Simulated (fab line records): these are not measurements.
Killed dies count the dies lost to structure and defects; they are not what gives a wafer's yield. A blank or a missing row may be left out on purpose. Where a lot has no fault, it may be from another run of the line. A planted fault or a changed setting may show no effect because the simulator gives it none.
fab line records | flow nand-harc
record: lots: 6 | wafers: 18 | last-day: 32
route steps=1302 shown P_GATE@137
lots that met no fault: from a run of the same line without faults
start-h: start of the lot's first displayed wafer, in hours after the record's first day | wait-h: how many hours have passed since the lot's step before this one | " unchanged from the row above | L1.1+2: one row covering several wafers at once | - no value, or no start was given | * or withheld: withheld | < > ~ a bound
route shown NAME@n: a module of which the file shows steps, and the number in the route of the first | usual: mean/standard deviation taken from wafers without a fault | same: alike in all rows | chamber/n: place in a boat | sites: per-site readings | _std_site: their standard deviation | _edge_site: mean of outer sites minus mean of inner sites | radius-mm: for every site, how far away it sits from the centre of the wafer | mask NAME#n: copy n | behind: the tool/chamber that last shaped the wafer | hold: what put the lot on hold/how long, in hours/how the hold closed | device: transistor that didn't switch, given as n, p or np | end of line: tests of these same wafers at the route's end | step lacking rows: just its recipe | killed: dies that structure and defects cost at the first sort, which is not the same as the wafer's yield | map: shows each die of a wafer: x if killed, . if not, _ if none is there
set.NAME: the run value of the setting; set.NAME@STEP: its run value at that earlier step | model.NAME: the simulator's own value behind a step, which no gauge read
a table for each step, a row for each wafer; lots at some steps of the route
services: from which hour (start-h, from the record's first day; less than 0 if before it) a tool's chamber was out of use, for how many hours, and why
== steps ==
step: NHARC_P_GATE_EBR_22
step: NHARC_P_GATE_EXPOSE_23
recipe: na: 1.35 | target-cd-nm: 120 | dose-mj: 93.91 | mask-id: P_GATE
step: NHARC_P_GATE_PEB_24
recipe: peb-temp-c: 100 | peb-time-s: 65
step: NHARC_P_GATE_DEVELOP_25
recipe: develop-time-s: 35 | dev-temp-c: 23
step: NHARC_P_GATE_CD_MEAS_26
recipe: target-cd-nm: 120 | landing-energy-ev: 500
usual: cd-nm: 119.8/0.9
lot.wafer | tool      | chamber | start-h | wait-h | cd-nm
L132.1    | cd-sem-01 | 0       | 171.26  | -      | 121.2
L132.5    | "         | 0       | "       | "      | 120.0
L132.6    | "         | 0       | "       | "      | 120.4
L134.3    | cd-sem-01 | 0       | 185.38  | -      | 120.5
L134.5    | "         | 0       | "       | "      | 119.4
L134.6    | "         | 0       | "       | "      | 120.3
L135.2    | cd-sem-01 | 0       | 200.54  | -      | 120.3
L135.4    | "         | 0       | "       | "      | 120.9
L135.6    | "         | 0       | "       | "      | 119.9
L136.4    | cd-sem-02 | 0       | 205.31  | -      | 120.5
L136.5    | "         | 0       | "       | "      | 121.2
L136.6    | "         | 0       | "       | "      | 120.3
L143.1    | cd-sem-03 | 0       | 276.80  | -      | 118.6
L143.2    | "         | 0       | "       | "      | 119.4
L143.3    | "         | 0       | "       | "      | 119.6
L148.4    | cd-sem-02 | 0       | 322.50  | -      | 119.7
L148.5    | "         | 0       | "       | "      | 119.6
L148.6    | "         | 0       | "       | "      | 119.5
step: NHARC_P_GATE_OVL_MEAS_27
usual: overlay-x-nm: 0.0/0.83 | overlay-y-nm: -0.2/0.9
lot.wafer | tool       | chamber | start-h | wait-h | overlay-x-nm | overlay-y-nm
L132.1    | overlay-02 | -       | 171.35  | -      | 1.2          | -0.4
L132.5    | "          | -       | "       | "      | 0.4          | -0.3
L132.6    | "          | -       | "       | "      | 1.1          | -0.1
L134.3    | overlay-01 | -       | 185.46  | -      | -0.5         | -0.2
L134.5    | "          | -       | "       | "      | -0.4         | -0.4
L134.6    | "          | -       | "       | "      | -0.7         | 0.4
L135.2    | overlay-01 | -       | 200.63  | -      | 1.2          | 0.4
L135.4    | "          | -       | "       | "      | 1.5          | 0.0
L135.6    | "          | -       | "       | "      | 1.9          | 0.3
L136.4    | overlay-01 | -       | 205.39  | -      | 0.2          | -0.3
L136.5    | "          | -       | "       | "      | -0.5         | -0.1
L136.6    | "          | -       | "       | "      | -0.3         | 0.0
L143.1    | overlay-01 | -       | 276.89  | -      | 0.4          | -2.1
L143.2    | "          | -       | "       | "      | 0.6          | -1.7
L143.3    | "          | -       | "       | "      | 0.7          | -2.0
L148.4    | overlay-02 | -       | 322.58  | -      | 0.8          | -0.6
L148.5    | "          | -       | "       | "      | 1.1          | 0.2
L148.6    | "          | -       | "       | "      | 0.8          | -0.1
step: NHARC_P_GATE_INSPECT_28
usual: raw-defect-count: 6/3
lot.wafer | tool              | chamber | start-h | wait-h | raw-defect-count
L132.1    | defect-inspect-01 | -       | 171.39  | 0.0    | 6
L132.5    | "                 | -       | "       | "      | 6
L132.6    | "                 | -       | "       | "      | 4
L134.3    | defect-inspect-01 | -       | 185.50  | 0.0    | 7
L134.5    | "                 | -       | "       | "      | 5
L134.6    | "                 | -       | "       | "      | 6
L135.2    | defect-inspect-01 | -       | 200.66  | 0.0    | 6
L135.4    | "                 | -       | "       | "      | 6
L135.6    | "                 | -       | "       | "      | 9
L136.4    | defect-inspect-02 | -       | 205.42  | 0.0    | 6
L136.5    | "                 | -       | "       | "      | 7
L136.6    | "                 | -       | "       | "      | 3
L143.1    | defect-inspect-02 | -       | 276.93  | 0.0    | 7
L143.2    | "                 | -       | "       | "      | 7
L143.3    | "                 | -       | "       | "      | 1
L148.4    | defect-inspect-01 | -       | 322.62  | 0.0    | 10
L148.5    | "                 | -       | "       | "      | 4
L148.6    | "                 | -       | "       | "      | 5
step: NHARC_P_GATE_DESCUM_31
recipe: time-s: 3 | o2-flow-sccm: 200 | ar-flow-sccm: 0 | bias-power-w: 0 | chemistry: O2
usual: drypump-motor-current-A: 5.6/0.46 | oes-product-au: 0.999/0.012 | rf-vpp-V: 57.7/0.84 | showerhead-plenum-p-Torr: 1.91/0.07 | throttle-valve-pct: 11.311/0.009
same: bias-power-w: 0
lot.wafer | tool        | chamber | start-h | wait-h | drypump-motor-current-A | oes-product-au | rf-hours-counter-h | rf-vpp-V | showerhead-plenum-p-Torr | throttle-valve-pct
L132.1    | rie-diel-04 | 3       | 171.45  | 0.1    | 5.8                     | 0.998          | 8                  | 56.8     | 1.98                     | 11.311
L132.6    | "           | 3       | "       | "      | 5.8                     | 0.998          | -                  | 58.1     | 1.98                     | 11.306
L132.5    | "           | 0       | "       | "      | 5.1                     | 1.020          | -                  | 56.2     | 1.99                     | 11.308
L134.3    | rie-diel-08 | 3       | 185.59  | 0.1    | 5.7                     | 1.007          | 8                  | 58.5     | 1.91                     | 11.306
L134.5    | "           | 0       | "       | "      | 5.5                     | 0.987          | -                  | 59.3     | 1.78                     | 11.311
L134.6    | "           | 1       | "       | "      | 6.2                     | 1.005          | -                  | 56.9     | 1.93                     | 11.319
L135.2    | rie-diel-04 | 3       | 200.75  | 0.1    | 5.8                     | 0.986          | 0                  | 57.1     | 1.98                     | 11.306
L135.4    | "           | 0       | "       | "      | 5.1                     | 0.992          | -                  | 59.0     | 1.99                     | 11.305
L135.6    | "           | 2       | "       | "      | 5.4                     | 1.030          | -                  | 57.3     | 1.88                     | 11.304
L136.4    | rie-diel-11 | 0       | 205.48  | 0.1    | 6.1                     | 0.996          | 6                  | 57.0     | 1.86                     | 11.311
L136.6    | "           | 0       | "       | "      | 6.1                     | 0.995          | -                  | 57.2     | 1.86                     | 11.317
L136.5    | "           | 1       | "       | "      | 6.0                     | 1.000          | -                  | 57.7     | 1.89                     | 11.321
L143.3    | rie-diel-04 | 2       | 277.00  | 0.1    | 5.4                     | 1.023          | 6                  | 58.1     | 1.88                     | 11.312
L143.2    | "           | 3       | "       | "      | 5.8                     | 0.986          | 3                  | 58.9     | 1.98                     | 11.321
L143.1    | "           | 0       | "       | "      | 5.1                     | 1.006          | 7                  | 56.2     | 1.99                     | 11.297
L148.4    | rie-diel-08 | 3       | 322.69  | 0.1    | 5.7                     | 0.992          | 7                  | 58.5     | 1.91                     | 11.307
L148.5    | "           | 1       | "       | "      | 6.2                     | 0.994          | -                  | 58.1     | 1.93                     | 11.298
L148.6    | "           | 2       | "       | "      | 4.6                     | 1.010          | -                  | 57.1     | 1.83                     | 11.319
step: NHARC_P_GATE_ETCH_104
recipe: target-depth-a: 600 | time-s: withheld | cf4-flow-sccm: 100 | chf3-flow-sccm: 30 | ar-flow-sccm: 0 | rf-w: 500 | bias-w: 200 | chemistry: CF4/CHF3
usual: bias-w: 200.1/0.58 | cf4-flow-sccm: 100.0/0.32 | drypump-motor-current-A: 5.6/0.47 | oes-product-au: 0.950/0.024 | rf-vpp-V: 370.3/2 | showerhead-plenum-p-Torr: 1.57/0.053 | throttle-valve-pct: 16.804/0.01
lot.wafer | tool        | chamber | start-h | wait-h | bias-w | cf4-flow-sccm | drypump-motor-current-A | oes-product-au | rf-vpp-V | showerhead-plenum-p-Torr | throttle-valve-pct
L132.1    | rie-diel-04 | 2       | 171.54  | 0.1    | 200.6  | 100.4         | 5.4                     | 0.966          | 371.0    | 1.54                     | 16.799
L132.6    | "           | 1       | "       | "      | 199.9  | 100.2         | 5.7                     | 1.001          | 371.0    | 1.63                     | 16.817
L132.5    | "           | 2       | "       | "      | 199.5  | 100.6         | 5.4                     | 0.971          | 369.6    | 1.54                     | 16.786
L134.3    | rie-diel-08 | 3       | 185.66  | 0.1    | 200.8  | 99.9          | 5.7                     | 0.970          | 373.0    | 1.57                     | 16.803
L134.5    | "           | 0       | "       | "      | 198.6  | 100.1         | 5.5                     | 0.956          | 368.0    | 1.47                     | 16.812
L134.6    | "           | 1       | "       | "      | 200.5  | 99.7          | 6.2                     | 0.947          | 369.8    | 1.59                     | 16.810
L135.2    | rie-diel-04 | 0       | 200.83  | 0.1    | 199.2  | 100.0         | 5.1                     | 0.948          | 372.8    | 1.63                     | 16.808
L135.6    | "           | 3       | "       | "      | 199.5  | 99.8          | 5.8                     | 0.950          | 372.5    | 1.63                     | 16.800
L135.4    | "           | 0       | "       | "      | 200.0  | 100.2         | 5.1                     | 0.951          | 372.0    | 1.63                     | 16.782
L136.4    | rie-diel-11 | 1       | 205.57  | 0.1    | 199.7  | 100.2         | 6.1                     | 0.914          | 369.7    | 1.56                     | 16.819
L136.6    | "           | 0       | "       | "      | 198.9  | 99.7          | 6.1                     | 0.903          | 368.1    | 1.53                     | 16.817
L136.5    | "           | 1       | "       | "      | 199.2  | 100.6         | 6.0                     | 0.921          | 370.1    | 1.56                     | 16.799
L143.1    | rie-diel-04 | 1       | 277.08  | 0.1    | 201.2  | 99.6          | 5.7                     | 0.952          | 370.6    | 1.63                     | 16.808
L143.3    | "           | 2       | "       | "      | 199.8  | 100.5         | 5.4                     | 0.971          | 369.3    | 1.54                     | 16.802
L143.2    | "           | 3       | "       | "      | 200.0  | 99.8          | 5.8                     | 0.961          | 372.5    | 1.63                     | 16.801
L148.4    | rie-diel-08 | 2       | 322.77  | 0.1    | 200.1  | 99.7          | 4.6                     | 0.934          | 369.1    | 1.51                     | 16.804
L148.5    | "           | 1       | "       | "      | 200.4  | 100.4         | 6.2                     | 0.924          | 370.0    | 1.59                     | 16.806
L148.6    | "           | 2       | "       | "      | 199.7  | 99.8          | 4.6                     | 0.926          | 366.8    | 1.51                     | 16.816
step: NHARC_P_GATE_HM_OPEN_105
recipe: target-depth-a: 3600 | o2-flow-sccm: 400 | cos-flow-sccm: 20 | ar-flow-sccm: 0 | rf-w: 500 | bias-w: 300 | chemistry: O2/COS
usual: drypump-motor-current-A: 5.6/0.46 | oes-product-au: 0.999/0.013 | rf-vpp-V: 467.1/2.5 | showerhead-plenum-p-Torr: 3.12/0.11 | throttle-valve-pct: 28.329/0.0091
lot.wafer | tool        | chamber | start-h | wait-h | drypump-motor-current-A | oes-product-au | rf-hours-counter-h | rf-vpp-V | showerhead-plenum-p-Torr | throttle-valve-pct
L132.1    | rie-diel-04 | 3       | -       | -      | 5.8                     | 0.999          | 8                  | 469.8    | 3.22                     | 28.336
L132.6    | "           | 1       | "       | "      | 5.7                     | 1.018          | -                  | 469.8    | 3.23                     | 28.335
L132.5    | "           | 2       | "       | "      | 5.4                     | 0.989          | -                  | 465.2    | 3.07                     | 28.333
L134.3    | rie-diel-08 | 0       | -       | -      | 5.5                     | 1.001          | 12                 | 463.5    | 2.92                     | 28.347
L134.5    | "           | 0       | "       | "      | 5.5                     | 0.994          | -                  | 463.0    | 2.92                     | 28.326
L134.6    | "           | 1       | "       | "      | 6.2                     | 0.989          | -                  | 467.6    | 3.15                     | 28.347
L135.2    | rie-diel-04 | 3       | -       | -      | 5.8                     | 0.986          | 0                  | 469.6    | 3.22                     | 28.331
L135.6    | "           | 0       | "       | "      | 5.1                     | 1.000          | -                  | 469.5    | 3.24                     | 28.326
L135.4    | "           | 2       | "       | "      | 5.5                     | 1.027          | -                  | 465.7    | 3.06                     | 28.334
L136.4    | rie-diel-11 | 2       | -       | -      | 5.8                     | 0.988          | 6                  | 466.9    | 3.12                     | 28.323
L136.5    | "           | 2       | "       | "      | 5.8                     | 0.989          | -                  | 466.9    | 3.12                     | 28.330
L136.6    | "           | 3       | "       | "      | 5.4                     | 0.991          | -                  | 471.2    | 3.30                     | 28.316
L143.3    | rie-diel-04 | 3       | -       | -      | 5.8                     | 0.977          | 3                  | 469.1    | 3.22                     | 28.321
L143.2    | "           | 0       | "       | "      | 5.1                     | 0.995          | 7                  | 469.1    | 3.24                     | 28.340
L143.1    | "           | 2       | "       | "      | 5.5                     | 1.020          | 6                  | 464.8    | 3.06                     | 28.326
L148.4    | rie-diel-08 | 1       | -       | -      | 6.2                     | 1.004          | 7                  | 467.7    | 3.15                     | 28.325
L148.6    | "           | 0       | "       | "      | 5.5                     | 0.995          | -                  | 463.1    | 2.91                     | 28.323
L148.5    | "           | 1       | "       | "      | 6.2                     | 1.002          | -                  | 467.6    | 3.15                     | 28.342
step: NHARC_P_GATE_STRIP_106
recipe: o2-flow-sccm: 400 | cos-flow-sccm: 20 | ar-flow-sccm: 0 | bias-w: 0 | chemistry: O2/COS
step: NHARC_P_GATE_ETCH_114
recipe: target-depth-a: 300 | overetch-a: 30 | time-s: 16.5 | ion-energy-ev: 100 | cf4-flow-sccm: 80 | o2-flow-sccm: 20 | ar-flow-sccm: 0 | rf-w: 300 | bias-w: 100 | chemistry: CF4/O2
usual: bias-w: 100.01/0.3 | cf4-flow-sccm: 79.99/0.27 | drypump-motor-current-A: 5.6/0.47 | oes-product-au: 0.998/0.013 | rf-vpp-V: 197.7/1.3 | showerhead-plenum-p-Torr: 1.33/0.048 | throttle-valve-pct: 13.398/0.0089
lot.wafer | tool        | chamber | start-h | wait-h | bias-w | cf4-flow-sccm | drypump-motor-current-A | oes-product-au | rf-hours-counter-h | rf-vpp-V | showerhead-plenum-p-Torr | throttle-valve-pct
L132.1    | rie-diel-04 | 0       | -       | -      | 100.07 | 79.91         | 5.1                     | 1.016          | 8                  | 199.4    | 1.39                     | 13.392
L132.6    | "           | 1       | "       | "      | 99.21  | 79.83         | 5.7                     | 1.010          | -                  | 198.0    | 1.38                     | 13.405
L132.5    | "           | 2       | "       | "      | 100.13 | 80.23         | 5.5                     | 0.989          | -                  | 198.2    | 1.31                     | 13.396
L134.3    | rie-diel-08 | 2       | -       | -      | 99.97  | 79.81         | 4.6                     | 1.016          | 14                 | 197.2    | 1.28                     | 13.410
L134.6    | "           | 1       | "       | "      | 100.02 | 80.02         | 6.2                     | 0.999          | -                  | 198.3    | 1.35                     | 13.389
L134.5    | "           | 2       | "       | "      | 100.16 | 80.17         | 4.6                     | 1.006          | -                  | 196.5    | 1.28                     | 13.394
L135.2    | rie-diel-04 | 0       | -       | -      | 100.71 | 80.13         | 5.1                     | 0.997          | 0                  | 199.1    | 1.39                     | 13.388
L135.6    | "           | 3       | "       | "      | 99.49  | 79.60         | 5.8                     | 0.982          | -                  | 197.8    | 1.38                     | 13.402
L135.4    | "           | 0       | "       | "      | 100.00 | 79.84         | 5.1                     | 0.993          | -                  | 200.5    | 1.39                     | 13.393
L136.4    | rie-diel-11 | 2       | -       | -      | 99.62  | 80.15         | 5.8                     | 0.989          | 6                  | 197.6    | 1.33                     | 13.400
L136.5    | "           | 2       | "       | "      | 100.03 | 79.77         | 5.8                     | 0.980          | -                  | 197.9    | 1.33                     | 13.391
L136.6    | "           | 3       | "       | "      | 100.49 | 80.31         | 5.3                     | 0.989          | -                  | 199.7    | 1.41                     | 13.401
L143.2    | rie-diel-04 | 0       | -       | -      | 100.55 | 79.67         | 5.1                     | 0.987          | 7                  | 199.9    | 1.39                     | 13.418
L143.1    | "           | 1       | "       | "      | 100.55 | 79.96         | 5.7                     | 0.992          | 7                  | 197.1    | 1.38                     | 13.405
L143.3    | "           | 2       | "       | "      | 100.44 | 79.51         | 5.4                     | 1.024          | 6                  | 198.8    | 1.31                     | 13.401
L148.4    | rie-diel-08 | 3       | -       | -      | 100.40 | 79.89         | 5.7                     | 0.989          | 7                  | 195.7    | 1.33                     | 13.385
L148.5    | "           | 1       | "       | "      | 99.66  | 79.56         | 6.2                     | 0.993          | -                  | 197.8    | 1.35                     | 13.399
L148.6    | "           | 2       | "       | "      | 100.41 | 80.36         | 4.6                     | 1.018          | -                  | 196.0    | 1.28                     | 13.404
step: NHARC_P_GATE_ETCH_32
recipe: target-depth-a: 1500 | over-etch-frac: 1 | over-etch-ion-energy-ev: 40 | time-s: 100.1 | hbr-flow-sccm: 150 | cl2-flow-sccm: 50 | rf-w: 400 | icp-w: 400 | bias-w: 100 | chemistry: HBr/Cl2
usual: bias-w: 99.99/0.29 | chamber-pressure-mTorr: 15.000/0.014 | drypump-motor-current-A: 5.7/0.53 | oes-product-au: 1.001/0.014 | throttle-valve-pct: 26.406/0.0089
lot.wafer | tool      | chamber | start-h | wait-h | bias-w | chamber-pressure-mTorr | drypump-motor-current-A | oes-product-au | rf-hours-counter-h | throttle-valve-pct
L132.1    | rie-si-05 | 2       | 171.91  | -      | 99.97  | 14.976                 | 5.7                     | 1.017          | 0.15               | 26.428
L132.5    | "         | 2       | "       | "      | 99.92  | 15.010                 | 5.7                     | 1.010          | -                  | 26.399
L132.6    | "         | 3       | "       | "      | 100.41 | 15.015                 | 6.1                     | 1.019          | -                  | 26.411
L134.3    | rie-si-01 | 3       | 186.02  | -      | 100.06 | 15.005                 | 5.7                     | 1.015          | 1.12               | 26.403
L134.5    | "         | 3       | "       | "      | 99.60  | 15.020                 | 5.7                     | 1.013          | -                  | 26.410
L134.6    | "         | 0       | "       | "      | 100.30 | 14.982                 | 6.0                     | 1.013          | -                  | 26.409
L135.4    | rie-si-03 | 0       | 201.25  | -      | -      | -                      | -                       | -              | -                  | -
L135.2    | "         | 1       | "       | "      | -      | -                      | -                       | -              | -                  | -
L135.6    | "         | 0       | "       | "      | -      | -                      | -                       | -              | -                  | -
L136.4    | rie-si-01 | 0       | 205.94  | -      | -      | -                      | -                       | -              | -                  | -
L136.5    | "         | 0       | "       | "      | -      | -                      | -                       | -              | -                  | -
L136.6    | "         | 1       | "       | "      | -      | -                      | -                       | -              | -                  | -
L143.3    | rie-si-03 | 1       | 277.46  | -      | 99.72  | 14.978                 | 5.6                     | 0.992          | 0.45               | 26.391
L143.1    | "         | 2       | "       | "      | 99.84  | 15.011                 | 5.1                     | 1.006          | 0.33               | 26.408
L143.2    | "         | 3       | "       | "      | 100.48 | 14.960                 | 4.8                     | 0.995          | 0.25               | 26.408
L148.4    | rie-si-05 | 1       | 323.15  | -      | 99.54  | 14.982                 | 5.9                     | 0.983          | 0.04               | 26.408
L148.6    | "         | 0       | "       | "      | 100.07 | 15.006                 | 5.4                     | 1.012          | -                  | 26.413
L148.5    | "         | 1       | "       | "      | 99.79  | 14.995                 | 5.9                     | 0.984          | -                  | 26.398
step: NHARC_P_GATE_STRIP_108
recipe: o2-flow-sccm: 500 | ar-flow-sccm: 0 | bias-w: 0 | chemistry: O2
usual: drypump-motor-current-A: 5.6/0.44 | oes-product-au: 0.997/0.012 | rf-vpp-V: 57.7/0.82 | showerhead-plenum-p-Torr: 3.52/0.12 | throttle-valve-pct: 17.037/0.0097
lot.wafer | tool        | chamber | start-h | wait-h | drypump-motor-current-A | oes-product-au | rf-hours-counter-h | rf-vpp-V | showerhead-plenum-p-Torr | throttle-valve-pct
L132.1    | rie-diel-08 | 3       | 172.10  | -      | 5.7                     | 1.004          | 7                  | 57.8     | 3.52                     | 17.043
L132.5    | "           | 1       | "       | "      | 6.2                     | 1.002          | -                  | 57.3     | 3.56                     | 17.017
L132.6    | "           | 2       | "       | "      | 4.6                     | 1.008          | -                  | 57.4     | 3.39                     | 17.037
L134.3    | rie-diel-11 | 1       | 186.20  | -      | 6.1                     | 0.991          | 5                  | 58.4     | 3.50                     | 17.048
L134.6    | "           | 0       | "       | "      | 6.1                     | 1.004          | -                  | 58.5     | 3.43                     | 17.042
L134.5    | "           | 1       | "       | "      | 6.1                     | 0.985          | -                  | 57.9     | 3.50                     | 17.034
L135.2    | rie-diel-08 | 1       | 201.43  | -      | 6.2                     | 1.004          | 0                  | 57.0     | 3.56                     | 17.032
L135.4    | "           | 3       | "       | "      | 5.7                     | 1.000          | 0                  | 58.0     | 3.52                     | 17.064
L135.6    | "           | 1       | "       | "      | 6.2                     | 1.000          | -                  | 58.2     | 3.56                     | 17.032
L136.4    | rie-diel-04 | 0       | 206.16  | -      | 5.1                     | 0.992          | -                  | 56.7     | 3.66                     | 17.042
L136.6    | "           | 0       | "       | "      | 5.1                     | 0.998          | -                  | 59.2     | 3.66                     | 17.045
L136.5    | "           | 3       | "       | "      | 5.8                     | 0.994          | -                  | 56.8     | 3.64                     | 17.045
L143.2    | rie-diel-04 | 3       | 277.61  | -      | 5.8                     | 0.987          | 3                  | 58.6     | 3.64                     | 17.046
L143.1    | "           | 0       | "       | "      | 5.1                     | 0.991          | 7                  | 57.8     | 3.66                     | 17.025
L143.3    | "           | 2       | "       | "      | 5.5                     | 1.023          | 6                  | 56.0     | 3.46                     | 17.028
L148.4    | rie-diel-11 | 2       | 323.30  | -      | 5.8                     | 0.989          | 3                  | 56.9     | 3.52                     | 17.034
L148.5    | "           | 2       | "       | "      | 5.8                     | 0.997          | -                  | 57.1     | 3.52                     | 17.043
L148.6    | "           | 3       | "       | "      | 5.3                     | 0.980          | -                  | 57.6     | 3.73                     | 17.048
== services ==
tool        | chamber | start-h | hours | kind
rie-diel-04 | 0       | 156.93  | -     | clean
rie-diel-04 | 1       | 156.93  | -     | clean
rie-diel-04 | 2       | 156.93  | -     | clean
rie-si-05   | 2       | 165.08  | 4.1   | repair
rie-diel-04 | -       | 177.90  | 9.0   | pm
rie-si-05   | -       | 178.82  | 1.9   | repair
rie-diel-04 | 1       | 187.13  | 15.8  | repair
rie-diel-08 | -       | 190.80  | 9.0   | pm
rie-si-01   | -       | 193.00  | 9.0   | pm
rie-si-03   | 1       | 195.61  | 4.7   | repair
rie-diel-04 | 2       | 202.81  | 8.5   | repair
rie-diel-04 | 1       | 203.94  | 5.0   | repair
rie-si-03   | 1       | 210.17  | 4.2   | repair
rie-diel-08 | 2       | 210.77  | 8.3   | repair
rie-diel-08 | 1       | 212.70  | 6.9   | repair
rie-diel-04 | 3       | 218.81  | 16.7  | repair
rie-diel-08 | 2       | 220.33  | 8.0   | repair
rie-si-03   | -       | 221.00  | 9.0   | pm
rie-diel-08 | 2       | 230.67  | 10.7  | repair
rie-si-03   | 2       | 239.09  | 2.4   | repair
rie-diel-08 | 0       | 252.25  | 7.6   | repair
rie-diel-11 | -       | 275.31  | 9.0   | pm
rie-si-05   | -       | 305.00  | 9.0   | pm
rie-si-05   | 0       | 320.37  | 1.1   | repair
== key ==
first-sign: step: NHARC_P_GATE_ETCH_32 | reading: tool-record | direction: missing
effect none on later readings
met-at NHARC_P_GATE_ETCH_32
struck-wafers L135.2,L135.4,L135.6,L136.4,L136.5,L136.6
later-rows-left-out L135.2,L135.4,L135.6,L136.4,L136.5,L136.6
sort-left-out L135.2,L135.4,L135.6,L136.4,L136.5,L136.6
tester-left-out L135,L136
onset-between 186.02 201.25
fault: kind: skipped-step-whole | tool: rie-si-01,rie-si-03 | chamber: - | onset-h: 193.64 | steps: NHARC_P_GATE_ETCH_32 | scope: struck-lots-only
tester-left-out: of these lots the tester's yield and bins aren't shown, on N5 and GAA mostly nor the transistor test; their killed dies are dies lost to structure and defects alone, not to doping, threshold or leakage, so they don't give the yield
sort-left-out: the simulated sort isn't trusted on such a fault, so these wafers' sort isn't shown, and their yield isn't known
later-rows-left-out: the simulator's readings of these wafers behind a module that went badly wrong aren't trusted and aren't shown, but for the sort
